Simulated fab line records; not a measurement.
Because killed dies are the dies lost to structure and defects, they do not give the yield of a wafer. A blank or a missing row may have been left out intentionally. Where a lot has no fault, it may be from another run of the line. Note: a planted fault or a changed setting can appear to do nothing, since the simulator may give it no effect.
fab line records | flow n5-finfet
record: lots: 3 | wafers: 9 | last-day: 17
route steps=1938 shown BEOL_M1@829 BEOL_M2@841 BEOL_M4@1111 PASSIVATION@1936
lots that met no fault: from a run of the same line without faults
start-h: the number of hours between the record's first day and the start of the first shown wafer of the lot | wait-h: time in hours since the lot's previous step | " repeats the value in the row above | L1.1+2: a row that stands for several wafers | - value missing, or start not given | * or withheld: withheld | < > ~ a bound
route shown NAME@n: NAME is a module with steps in the file, n the number in the route of the first one | usual: average and standard deviation across the fault-free wafers | same: alike in all rows | chamber/n: place in a boat | sites: each site's reading | _std_site: how widely they spread, as a standard deviation | _edge_site: mean of outer sites minus mean of inner sites | radius-mm: how far each site lies from the wafer's centre | mask NAME#n: copy n | behind: tool/chamber where the wafer was last shaped | hold: what put the lot on hold/how long, in hours/how the hold closed | device: which transistor (n, p or np) failed to switch | end of line: tests run on the same wafers once the route is complete | step lacking rows: just its recipe | killed: count of dies lost to structure and defects at first sort (not the wafer's yield) | map: per-die view of a wafer (x killed, . not killed, _ where there is no die)
set.NAME: the setting that was run; set.NAME@STEP: the one run at that earlier step | model.NAME: the simulator's own value behind a step, which no gauge read
lots seen at some steps along the route; tables by step, rows by wafer
services: the hour from which a tool's chamber was out of use, counted from the record's first day as start-h (under 0 if before that day), plus the number of hours and why
== steps ==
step: N5_BEOL_M1_ANNEAL_95
recipe: temp-c: 400 | time-s: 240 | ambient: vacuum
step: N5_BEOL_M1_SPUTTER_96
recipe: material: Cu | target-thk-a: 45 | temp-c: -20 | chamber-pressure-pa: 0.07 | power-w: withheld | time-s: 8.29
step: N5_BEOL_M1_ECD_50
recipe: material: Cu | target-thk-a: 3000
step: N5_BEOL_M1_ANNEAL_51
recipe: temp-c: 225 | time-s: 90 | ambient: N2
step: N5_BEOL_M1_CMP_52
recipe: stop-on: SiOC | t-overpolish-s: 6.8 | down-force-psi: 1 | platen-rpm: 50 | clearing-platen-down-force-psi: 1.5 | clearing-platen-rpm: 50 | post-cmp-clean: cu-alkaline | target-thk-nm: 40 | clearing-platen-pad-velocity-m-s: 0.99484 | pad-velocity-m-s: 0.99484
step: N5_BEOL_M1_PRE_CLEAN_60
recipe: gas: NH3/H2 | time-s: 15 | temp-c: * | rf-power-w: 300
step: N5_BEOL_M1_CO_CAP_55
recipe: material: Co | target-thk-a: 20 | temp-c: 200 | precursor: CCTBA/H2 | pressure-torr: 30 | time-s: 102.1
step: N5_BEOL_M1_PRE_CLEAN_56
recipe: gas: NH3 | time-s: 15 | temp-c: withheld | rf-power-w: 300
step: N5_BEOL_M1_DEP_57
recipe: material: SiCN | target-thk-a: 80 | temp-c: withheld | precursor: 3MS/NH3 | pressure-torr: 3 | rf-w: 202 | time-s: 14
step: N5_BEOL_M2_ILD_DEP_00
recipe: material: SiOC | target-thk-a: 790 | temp-c: 350 | precursor: DEMS/O2 | pressure-torr: 5 | rf-w: 500 | time-s: 15.3
usual: heater-power-w: 465/82 | showerhead-plenum-p-Torr: 5.689/0.013 | susceptor-temp-C: 350.04/0.21 | throttle-valve-pct: 11.5/0.56
lot.wafer | tool     | chamber | start-h | wait-h | heater-power-w | showerhead-plenum-p-Torr | susceptor-temp-C | throttle-valve-pct | model.SiOC_of_BEOL_M2_ILD_DEP_00.thk-nm
L504.1    | pecvd-03 | 0       | 134.49  | 0.0    | 301            | 5.690                    | 349.95           | 11.5               | 79.2
L504.2    | "        | 1       | "       | "      | 500            | 5.701                    | 349.47           | 11.9               | 78
L504.3    | "        | 2       | "       | "      | 447            | 5.664                    | 350.18           | 11.3               | 78
L520.1    | pecvd-03 | 0       | 235.84  | 0.0    | 317            | 5.689                    | 349.98           | 11.4               | 78.8
L520.5    | "        | 0       | "       | "      | 318            | 5.681                    | 350.23           | 11.5               | 79.2
L520.6    | "        | 1       | "       | "      | 503            | 5.689                    | 349.84           | 11.5               | 132.6
L521.1    | pecvd-01 | 0       | 236.49  | 0.0    | 622            | 5.705                    | 350.07           | 11.5               | 78.8
L521.2    | "        | 2       | "       | "      | 408            | 5.707                    | 349.65           | 10.6               | 78.4
L521.3    | "        | 1       | "       | "      | 421            | 5.681                    | 349.87           | 12.4               | 78.4
step: N5_BEOL_M2_THK_MEAS_01
recipe: reads: SiOC_of_BEOL_M2_ILD_DEP_00
usual: M2_ILD_THK: 78.9/0.91
lot.wafer | tool          | chamber | start-h | wait-h | M2_ILD_THK[nm]
L504.1    | film-metro-02 | -       | 134.56  | 0.0    | 79.2
L504.2    | "             | -       | "       | "      | 78.0
L504.3    | "             | -       | "       | "      | 77.9
L520.1    | film-metro-01 | -       | 235.90  | 0.0    | 78.8
L520.5    | "             | -       | "       | "      | 79.1
L520.6    | "             | -       | "       | "      | 132.4
L521.1    | film-metro-01 | -       | 236.56  | 0.0    | 78.9
L521.2    | "             | -       | "       | "      | 78.4
L521.3    | "             | -       | "       | "      | 78.5
step: N5_BEOL_M2_PECVD_72
recipe: material: SiO2 | target-thk-a: 160 | temp-c: 400 | precursor: TEOS/O2 | pressure-torr: 5.5 | rf-w: 450 | teos-flow-sccm: 53.8 | gas: O2 | flow-sccm: 3000 | time-s: 18
step: N5_BEOL_M2_HM_DEP_02
recipe: material: TiN | target-thk-a: 200 | temp-c: 25 | chamber-pressure-pa: 0.49996
step: N5_BEOL_M2_COAT_61
recipe: resist: SOC | temp-c: 250 | time-s: 60 | spin-rpm: 1500 | resist-thk-nm: 60
step: N5_BEOL_M2_COAT_62
recipe: resist: SiARC | temp-c: 220 | time-s: 60 | spin-rpm: 1500 | resist-thk-nm: 12
step: N5_BEOL_M2_COAT_73
recipe: resist: underlayer | temp-c: 205 | time-s: 60 | spin-rpm: 1500 | resist-thk-nm: 5
step: N5_BEOL_M2_COAT_05
recipe: resist: CAR-EUV | spin-rpm: 1500 | resist-thk-nm: 30
step: N5_BEOL_M2_EBR_07
recipe: solvent: PGMEA | ebr-width-mm: 1.5
step: N5_BEOL_M2_SOFTBAKE_06
recipe: temp-c: 110 | time-s: 60 | resist: CAR-EUV
step: N5_BEOL_M2_EXPOSE_08
recipe: mask-id: M2 | na: 0.33 | source-shape: dipole | sigma-inner: 0.369 | sigma-outer: 0.767 | polarization: unpolarized | dose-mj: 41.25
step: N5_BEOL_M2_PEB_09
recipe: peb-temp-c: 100 | peb-time-s: 60 | resist: CAR-EUV
step: N5_BEOL_M2_DEVELOP_10
recipe: develop-time-s: 30 | developer: TMAH | resist: CAR-EUV | rinse-liquid: surfactant-rinse | dry: air-spin | dev-temp-c: 23
step: N5_BEOL_M2_DESCUM_16
recipe: chemistry: O2 | time-s: 7 | source-power-w: 50 | bias-power-w: 20 | pressure-mtorr: 20 | rf-frequency-hz: 2.712e+07 | temp-c: 40 | resist: CAR-EUV | o2-flow-sccm: 225
step: N5_BEOL_M2_ETCH_74
recipe: chemistry: N2/H2 | target: underlayer | target-depth-a: 65 | mask-material: CAR-EUV | time-s: 5.2 | ion-energy-ev: 200 | pressure-mtorr: 30 | source-w: 840 | bias-w: 150 | n2-flow-sccm: 200 | h2-flow-sccm: 200 | ends: cleared
step: N5_BEOL_M2_ETCH_63
recipe: chemistry: CF4 | target: SiARC | target-depth-a: 156 | mask-material: CAR-EUV | time-s: 26 | ion-energy-ev: 80 | pressure-mtorr: 40 | source-w: 545 | bias-w: 36 | Ar_flow_sccm: 100 | cf4-flow-sccm: 100 | ends: cleared
step: N5_BEOL_M2_ETCH_64
recipe: chemistry: N2/H2 | target: SOC | target-depth-a: 750 | overetch-a: 225 | mask-material: SiARC | temp-c: 40 | time-s: 121.9 | ion-energy-ev: 200 | pressure-mtorr: 30 | source-w: 840 | bias-w: 150 | n2-flow-sccm: 200 | h2-flow-sccm: 200
step: N5_BEOL_M2_STRIP_65
recipe: chemistry: N2/H2 | temp-c: 40 | n2-flow-sccm: 200 | h2-flow-sccm: 200 | rf-frequency-hz: 6e+07
step: N5_BEOL_M2_STRIP_75
recipe: chemistry: N2/H2 | temp-c: 40 | n2-flow-sccm: 200 | h2-flow-sccm: 200 | rf-frequency-hz: 6e+07
step: N5_BEOL_M2_STRIP_66
recipe: chemistry: CF4 | resist: SiARC | power-w: 300 | bias-power-w: 75 | pressure-mtorr: 50 | cf4-flow-sccm: 150 | rf-frequency-hz: 6e+07
step: N5_BEOL_M2_HM_OPEN_17
recipe: chemistry: Cl2/BCl3 | target-depth-a: 200 | overetch-a: 60 | target: TiN | mask-material: SOC | ion-energy-ev: 150 | pressure-mtorr: 10 | icp-w: 1000 | bias-w: 126 | Cl2_flow_sccm: 53.25 | bcl3-flow-sccm: 21.75 | Ar_flow_sccm: 25
step: N5_BEOL_M2_STRIP_19
recipe: chemistry: O2 | power-w: 400 | temp-c: 40 | pressure-mtorr: 30 | rf-frequency-hz: 6e+07 | bias-power-w: 0 | overash-fraction: 0.2 | o2-flow-sccm: 225
step: N5_BEOL_M2_COAT_67
recipe: resist: SOC | temp-c: 250 | time-s: 60 | spin-rpm: 1500 | resist-thk-nm: 60
step: N5_BEOL_M2_COAT_68
recipe: resist: SiARC | temp-c: 220 | time-s: 60 | spin-rpm: 1500 | resist-thk-nm: 12
step: N5_BEOL_M2_COAT_76
recipe: resist: underlayer | temp-c: 205 | time-s: 60 | spin-rpm: 1500 | resist-thk-nm: 5
step: N5_BEOL_M2_COAT_22
recipe: resist: CAR-EUV | spin-rpm: 1500 | resist-thk-nm: 30
step: N5_BEOL_M2_CMP_52
recipe: stop-on: SiOC | t-overpolish-s: 6.8 | down-force-psi: 1 | platen-rpm: 50 | clearing-platen-down-force-psi: 1.5 | clearing-platen-rpm: 50 | post-cmp-clean: cu-alkaline | target-thk-nm: 40 | clearing-platen-pad-velocity-m-s: 0.99484 | pad-velocity-m-s: 0.99484
usual: head-pressure-psi: 0.9999/0.0025 | motor-current-A: 5.9/0.54 | slurry-flow-ml-min: 150.0/0.47
lot.wafer | tool   | chamber | start-h | wait-h | head-pressure-psi | motor-current-A | slurry-flow-ml-min | model.SiOC_of_BEOL_M2_ILD_DEP_00.thk-nm
L504.2    | cmp-03 | 1       | 146.66  | 0.2    | 0.9980            | 6.7             | 150.1              | 75
L504.1    | "      | 3       | "       | "      | 1.0007            | 5.2             | 150.2              | 76.2
L504.3    | "      | 0       | "       | "      | 1.0010            | 6.7             | 150.3              | 75
L520.1    | cmp-02 | 2       | 253.44  | 0.4    | 0.9975            | 6.1             | 150.0              | 75.8
L520.5    | "      | 3       | "       | "      | 0.9999            | 6.4             | 150.1              | 76.2
L520.6    | "      | 0       | "       | "      | 1.0014            | 6.4             | 149.5              | 129.6
L521.1    | cmp-02 | 3       | 257.80  | 0.3    | 0.9983            | 6.2             | 150.5              | 75.8
L521.2    | "      | 1       | "       | "      | 0.9939            | 5.3             | 151.0              | 75.4
L521.3    | "      | 2       | "       | "      | 0.9995            | 5.9             | 149.9              | 75.4
step: N5_BEOL_M4_RC_MEAS_101
usual: DIBL_N: 36.1/1.4 | DIBL_P: 36.3/1.4 | IOFF_N: 0.154/0.021 | IOFF_P: 0.21/0.032 | ION_N: 670/8.1 | ION_P: 461/7 | SS_N: 71.4/0.49 | SS_P: 73.3/0.5 | VT_N: 250.4/2.6 | VT_P: -250/3.7
lot.wafer | tool      | chamber | start-h | wait-h | DIBL_N[mV/V] | DIBL_P[mV/V] | IOFF_N[nA/um] | IOFF_P[nA/um] | ION_N[uA/um] | ION_P[uA/um] | SS_N[mV/dec] | SS_P[mV/dec] | VT_N[mV] | VT_P[mV]
L504.1    | prober-02 | 0       | 184.41  | 0.0    | 34.1         | 34.8         | 0.128         | 0.17          | 662          | 455          | 71.5         | 73.2         | 252.8    | -254
L504.2    | "         | 0       | "       | "      | 35.2         | 36.4         | 0.147         | 0.18          | 669          | 458          | 71.7         | 73.1         | 250.0    | -252
L504.3    | "         | 0       | "       | "      | 36.3         | 36.7         | 0.159         | 0.20          | 665          | 454          | 71.8         | 74.1         | 253.6    | -253
L521.1    | prober-01 | 0       | 281.35  | 0.0    | 36.0         | 35.5         | 0.157         | 0.19          | 676          | 455          | 71.1         | 73.8         | 248.9    | -253
L521.2    | "         | 0       | "       | "      | 37.2         | 37.1         | 0.190         | 0.23          | 683          | 464          | 72.2         | 74.5         | 247.3    | -248
L521.3    | "         | 0       | "       | "      | 35.4         | 34.4         | 0.152         | 0.18          | 666          | 457          | 70.7         | 73.3         | 249.6    | -253
L520.1    | prober-01 | 0       | 303.57  | 0.0    | 35.8         | 36.8         | 0.168         | 0.20          | 666          | 454          | 71.9         | 73.1         | 248.7    | -249
L520.5    | "         | 0       | "       | "      | 36.1         | 36.6         | 0.168         | 0.21          | 661          | 456          | 72.3         | 73.3         | 247.7    | -252
step: N5_PASSIVATION_PROBE_49
usual: defect-limited-yield: 91.0/1.6 | killed_at_M0_to_M3: 35/11 | killed_at_M4_up: 14/5.1 | killed-at-contacts: 12/6.6 | killed-at-front-end: 41/12 | killed-at-other: 4/3 | killed-dies: 107/19 | killed-on-rim: 14/4.6 | killed-open: 70/15 | killed-short: 35/8.5 | sort_bin_5_function: 5.3/1 | sort_bin_6_memory: 3.4/0.73 | sort-n-pass: 1073/19 | sort-yield-pct: 91.0/1.6
same: gross-dies: 1180 | killed-at-back-side: 0 | sort_bin_4_leakage[%]: 0 | sort_bin_8_speed[%]: 0
lot.wafer | tool      | chamber | start-h | wait-h | defect-limited-yield[%] | killed_at_M0_to_M3 | killed_at_M4_up | killed-at-contacts | killed-at-front-end | killed-at-other | killed-dies | killed-on-rim | killed-open | killed-short | sort_bin_5_function[%] | sort_bin_6_memory[%] | sort-n-pass | sort-yield-pct[%]
L504.1    | prober-01 | -       | 302.93  | 0.1    | 85.8                    | 49                 | 21              | 37                 | 56                  | 4               | 167         | 22            | 126         | 40           | 9.2                    | 4.6                  | 1013        | 85.8
L504.2    | prober-01 | -       | 302.98  | 0.2    | 86.7                    | 72                 | 15              | 17                 | 43                  | 10              | 157         | 20            | 107         | 48           | 6.9                    | 5.7                  | 1023        | 86.7
L504.3    | prober-01 | -       | 303.03  | 0.2    | 91.2                    | 28                 | 9               | 26                 | 34                  | 7               | 104         | 15            | 68          | 32           | 5.5                    | 3.1                  | 1076        | 91.2
L521.1    | prober-02 | -       | 388.91  | 0.0    | 93.8                    | 25                 | 18              | 3                  | 25                  | 2               | 73          | 5             | 53          | 19           | 3.4                    | 2.7                  | 1107        | 93.8
L521.2    | prober-02 | -       | 388.96  | 0.1    | 90.8                    | 46                 | 9               | 7                  | 45                  | 1               | 108         | 13            | 70          | 38           | 5.3                    | 3.7                  | 1072        | 90.8
L520.1    | prober-01 | -       | 413.80  | 0.0    | 92.5                    | 42                 | 11              | 10                 | 24                  | 1               | 88          | 13            | 53          | 34           | 4.6                    | 2.5                  | 1092        | 92.5
L520.5    | prober-01 | -       | 414.00  | 0.2    | 90.1                    | 49                 | 17              | 15                 | 35                  | 1               | 117         | 18            | 82          | 33           | 6.4                    | 3.2                  | 1063        | 90.1
L520.6    | prober-01 | -       | 414.05  | 0.3    | 0                       | 1124               | 16              | 13                 | 26                  | 1               | 1180        | 152           | 59          | 32           | 96.2                   | 3.4                  | 0           | 0
killed by level:class
L504.1 MOL_CONTACT_COAG:geometric-particle:open=32 STI_FIN_REVEAL:geometric-particle:open=16 FIN_SAQP:geometric-particle:open=14 BEOL_M4:geometric-particle:open=14 BEOL_M2:geometric-particle:open=13 BEOL_M0_SAQP:geometric-particle:short=10 BEOL_M0_SAQP:geometric-particle:open=9 BEOL_M1:geometric-particle:open=7
L504.2 BEOL_M0_SAQP:geometric-particle:open=20 BEOL_M2:geometric-particle:open=15 MOL_CONTACT_COAG:geometric-particle:open=13 BEOL_M0_SAQP:geometric-particle:short=12 BEOL_M1:geometric-particle:open=11 GATE_CUT:geometric-particle:short=11 STI_FIN_REVEAL:geometric-particle:open=9 GATE_CUT:geometric-particle:open=7
L504.3 MOL_CONTACT_COAG:geometric-particle:open=20 STI_FIN_REVEAL:geometric-particle:open=12 BEOL_M0_SAQP:geometric-particle:short=7 BEOL_M0_SAQP:geometric-particle:open=7 BEOL_M2:geometric-particle:open=5 GATE_CUT:geometric-particle:short=5 MOL_CONTACT_COAG:geometric-particle:short=5 FIN_SAQP:geometric-particle:open=4
L521.1 BEOL_M4:geometric-particle:open=10 BEOL_M0_SAQP:geometric-particle:open=8 FIN_SAQP:geometric-particle:open=6 STI_FIN_REVEAL:geometric-particle:open=6 BEOL_M0_SAQP:geometric-particle:short=6 DUMMY_GATE:geometric-particle:open=3 MOL_CONTACT_COAG:geometric-particle:open=3 BEOL_M1:geometric-particle:open=3
L521.2 BEOL_M0_SAQP:geometric-particle:short=18 BEOL_M0_SAQP:geometric-particle:open=15 STI_FIN_REVEAL:geometric-particle:open=14 DUMMY_GATE:geometric-particle:open=9 FIN_SAQP:geometric-particle:short=6 FIN_SAQP:geometric-particle:open=5 MOL_CONTACT_COAG:geometric-particle:open=5 BEOL_M2:geometric-particle:open=5
L520.1 BEOL_M0_SAQP:geometric-particle:short=12 BEOL_M2:geometric-particle:open=9 MOL_CONTACT_COAG:geometric-particle:open=8 BEOL_M0_SAQP:geometric-particle:open=7 FIN_SAQP:geometric-particle:short=4 STI_FIN_REVEAL:geometric-particle:open=4 BEOL_M0:geometric-particle:open=4 DUMMY_GATE:geometric-particle:open=3
L520.5 MOL_CONTACT_COAG:geometric-particle:open=14 BEOL_M0_SAQP:geometric-particle:open=12 BEOL_M2:geometric-particle:open=12 STI_FIN_REVEAL:geometric-particle:open=9 BEOL_M4:geometric-particle:open=7 BEOL_M5:geometric-particle:open=6 BEOL_M1:geometric-particle:short=6 BEOL_M0:geometric-particle:open=5
L520.6 BEOL_M2:area-dep=1087 MOL_CONTACT_COAG:geometric-particle:open=11 STI_FIN_REVEAL:geometric-particle:open=10 BEOL_M0_SAQP:geometric-particle:short=8 BEOL_M2:geometric-particle:open=8 BEOL_M3:geometric-particle:short=8 BEOL_M4:geometric-particle:open=7 BEOL_M3:geometric-particle:open=5
map L520.6 (x killed, . not)
_________________xxxxxxxxxxxx________________
______________xxxxxxxxxxxxxxxxxx_____________
___________xxxxxxxxxxxxxxxxxxxxxxxx__________
__________xxxxxxxxxxxxxxxxxxxxxxxxxx_________
________xxxxxxxxxxxxxxxxxxxxxxxxxxxxxx_______
_______xxxxxxxxxxxxxxxxxxxxxxxxxxxxxxxx______
______xxxxxxxxxxxxxxxxxxxxxxxxxxxxxxxxxx_____
_____xxxxxxxxxxxxxxxxxxxxxxxxxxxxxxxxxxxx____
____xxxxxxxxxxxxxxxxxxxxxxxxxxxxxxxxxxxxxx___
___xxxxxxxxxxxxxxxxxxxxxxxxxxxxxxxxxxxxxxxx__
___xxxxxxxxxxxxxxxxxxxxxxxxxxxxxxxxxxxxxxxx__
__xxxxxxxxxxxxxxxxxxxxxxxxxxxxxxxxxxxxxxxxxx_
__xxxxxxxxxxxxxxxxxxxxxxxxxxxxxxxxxxxxxxxxxx_
_xxxxxxxxxxxxxxxxxxxxxxxxxxxxxxxxxxxxxxxxxxxx
_xxxxxxxxxxxxxxxxxxxxxxxxxxxxxxxxxxxxxxxxxxxx
_xxxxxxxxxxxxxxxxxxxxxxxxxxxxxxxxxxxxxxxxxxxx
_xxxxxxxxxxxxxxxxxxxxxxxxxxxxxxxxxxxxxxxxxxxx
_xxxxxxxxxxxxxxxxxxxxxxxxxxxxxxxxxxxxxxxxxxxx
_xxxxxxxxxxxxxxxxxxxxxxxxxxxxxxxxxxxxxxxxxxxx
_xxxxxxxxxxxxxxxxxxxxxxxxxxxxxxxxxxxxxxxxxxxx
_xxxxxxxxxxxxxxxxxxxxxxxxxxxxxxxxxxxxxxxxxxxx
__xxxxxxxxxxxxxxxxxxxxxxxxxxxxxxxxxxxxxxxxxx_
__xxxxxxxxxxxxxxxxxxxxxxxxxxxxxxxxxxxxxxxxxx_
___xxxxxxxxxxxxxxxxxxxxxxxxxxxxxxxxxxxxxxxx__
___xxxxxxxxxxxxxxxxxxxxxxxxxxxxxxxxxxxxxxxx__
____xxxxxxxxxxxxxxxxxxxxxxxxxxxxxxxxxxxxxx___
_____xxxxxxxxxxxxxxxxxxxxxxxxxxxxxxxxxxxx____
______xxxxxxxxxxxxxxxxxxxxxxxxxxxxxxxxxx_____
_______xxxxxxxxxxxxxxxxxxxxxxxxxxxxxxxx______
________xxxxxxxxxxxxxxxxxxxxxxxxxxxxxx_______
__________xxxxxxxxxxxxxxxxxxxxxxxxxx_________
___________xxxxxxxxxxxxxxxxxxxxxxxx__________
______________xxxxxxxxxxxxxxxxxx_____________
_________________xxxxxxxxxxxx________________
map L504.1 (x killed, . not)
_________________.....x.x.x..________________
______________...x.x............_____________
___________...................x....__________
__________x........x......x.....x..._________
________..x.............x.....x.x....._______
_______..........x...........x......x..______
______...x............x....x............_____
_____x...x.......xx.x..x..xx.....x.......____
____...............x..................x.xx___
___..........................x............x__
___.x......x.x...........x......xx.........__
__....xx..........x...x....x.......x...x.x.._
__...x.............xx......x....x.......x..._
_....x...x..........x.xx..x...............x..
_........x....x.x..............x.x...........
_.........x.xx..........x.......x...x....xxx.
_...........x.x.x........x.....x...x.........
_..x.........x.......x..x.x.x..............x.
_........x....x.....x...x....................
_..x.x...xx..........x...................x...
_...x...x.............x............xx......x.
__......x.......x.x........................._
__....x....x.x......xx.....x...x...x......x._
___....x.............x.....x..x.....x.x....__
___..x...x.....xx..............x........x..__
____.......x........x..x.x..x..x..x.......___
_____....x.x....xx.........x.x.x........x____
______xx......x.......x.x....xx........._____
_______.xx...x..x......x...x....x.xx...______
________.............................._______
__________....x...................x._________
___________....................x...__________
______________...............x.._____________
_________________.x......x.x.________________
== services ==
tool     | chamber | start-h | hours | kind
pecvd-03 | -       | 118.25  | 1.2   | repair
cmp-03   | -       | 122.67  | 2.9   | repair
pecvd-03 | 1       | 124.45  | 5.0   | scheduled-down
cmp-03   | -       | 141.65  | 3.6   | pm
pecvd-03 | 0       | 149.44  | 2.1   | scheduled-down
pecvd-03 | 2       | 151.25  | 2.4   | repair
cmp-03   | -       | 155.41  | 3.2   | repair
cmp-03   | -       | 174.66  | 0.8   | repair
cmp-02   | -       | 184.42  | 2.6   | repair
pecvd-03 | 2       | 202.38  | -     | clean
pecvd-03 | 2       | 202.38  | -     | consumable-replace:showerhead
pecvd-03 | 2       | 202.38  | 29.0  | scheduled-down
pecvd-03 | 2       | 202.38  | 29.0  | vent-cycle
cmp-03   | -       | 204.53  | 0.5   | repair
cmp-02   | -       | 208.98  | 4.9   | pm
cmp-03   | -       | 212.65  | 2.6   | repair
pecvd-01 | -       | 231.21  | 0.4   | repair
cmp-03   | -       | 234.29  | 4.4   | repair
pecvd-03 | -       | 236.11  | 1.5   | repair
pecvd-03 | -       | 240.73  | 2.1   | repair
pecvd-01 | -       | 241.99  | 0.7   | repair
pecvd-01 | 1       | 247.33  | 8.2   | repair
cmp-03   | -       | 253.11  | 4.0   | pm
pecvd-01 | 2       | 257.10  | 2.0   | repair
== key ==
first-sign: step: N5_BEOL_M2_THK_MEAS_01 | reading: M2_ILD_THK | direction: up | sigmas: 59 | usual: 78.9 | struck: 132.4
effect: step: N5_PASSIVATION_PROBE_49 | reading: killed_at_M0_to_M3 | direction: up | sigmas: 97 | usual: 35 | struck: 1124
model-effect: step: N5_BEOL_M2_ILD_DEP_00 | value: SiOC_of_BEOL_M2_ILD_DEP_00.thk-nm | without: 79.4 | struck: 132.6
model-effect: step: N5_BEOL_M2_CMP_52 | value: SiOC_of_BEOL_M2_ILD_DEP_00.thk-nm | without: 76.4 | struck: 129.6
more-kills-born-at: N5_BEOL_M2_ILD_DEP_00@pecvd-03: 1087
met-at N5_BEOL_M2_ILD_DEP_00
struck-wafers L520.6
later-rows-left-out L520.6
onset-between 134.49 235.84
fault: kind: process-parameter-drift | tool: pecvd-03 | chamber: - | onset-h: 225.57 | steps: N5_BEOL_M2_ILD_DEP_00 | channel: target-thk-a | offset: * | shape: step | end-h: 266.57 | scope: struck-wafers-only | acts-in: * | stated: *
later-rows-left-out: the simulator's readings of these wafers behind a module that went badly wrong aren't trusted and aren't shown, but for the sort
